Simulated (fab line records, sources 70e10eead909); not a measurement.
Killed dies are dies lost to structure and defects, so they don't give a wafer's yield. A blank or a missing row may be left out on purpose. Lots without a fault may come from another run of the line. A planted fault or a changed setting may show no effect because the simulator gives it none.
Chamber matching | flow nand_harc | NHARC_A_STAIRCASE_ETCH_253 on rie_diel-06: 4 sister chambers
The step etches the open film in C4F8/O2, target depth 50 nm, time 20.2 s. 16 wafers are shown with their chamber, then 8 later ones without.

WAFERS WITH THEIR CHAMBER
wafer  | chamber | rf_vpp_V (V) | oes_product_au (a.u.)
L075.2 | 1       | 897          | 0.933
L075.3 | 0       | 888          | 0.944
L075.4 | 3       | 902          | 0.930
L079.2 | 3       | 901          | 0.936
L079.3 | 1       | 896          | 0.948
L079.6 | 1       | 898          | 0.941
L081.2 | 1       | 896          | 0.931
L081.3 | 2       | 892          | 0.926
L081.5 | 3       | 904          | 0.935
L088.1 | 3       | 902          | 0.959
L088.4 | 1       | 897          | 0.944
L088.5 | 3       | 901          | 0.954
L090.1 | 0       | 888          | 0.961
L090.3 | 3       | 901          | 0.936
L090.5 | 3       | 902          | 0.937
L093.1 | 0       | 887          | 0.979

SIGNATURES (means of the wafers above)
reading        | chamber 0 | chamber 1 | chamber 2 | chamber 3 | scatter within a chamber
rf_vpp_V       | 887.67    | 896.80    | 892.00    | 901.86    | 0.928
oes_product_au | 0.96133   | 0.93940   | 0.92600   | 0.94100   | 0.0113
Rule: a wafer's distance from a chamber is the root of the sum, over the readings, of the square of ((its reading less the chamber's mean) divided by the reading's scatter). The wafer belongs to the nearest chamber; if the next one is less than 2 further off, it can't be placed. The scatter: the root of (the sum of the squares of (reading less its chamber's mean) over the shown wafers, divided by (wafers less chambers)).

WAFERS WITHOUT THEIR CHAMBER
wafer  | rf_vpp_V (V) | oes_product_au (a.u.)
L093.5 | 887          | 0.985
L093.6 | 902          | 0.959
L095.2 | 891          | 0.942
L095.3 | 886          | 0.969
L095.6 | 886          | 0.976
L097.2 | 902          | 0.951
L097.3 | 895          | 0.935
L097.5 | 887          | 0.968

WHICH CHAMBER EACH WENT THROUGH
wafer  | from the rows above     | in truth
L093.5 | 0                       | 0
L093.6 | 3                       | 3
L095.2 | 2                       | 2
L095.3 | 0                       | 0
L095.6 | 0                       | 0
L097.2 | 3                       | 3
L097.3 | can't be placed: 1 or 2 | 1
L097.5 | 0                       | 0
Placed correctly: 7 of 8. Can't be placed from these rows: 1 (the true chamber is among the candidates in 1). Placed wrongly: 0.
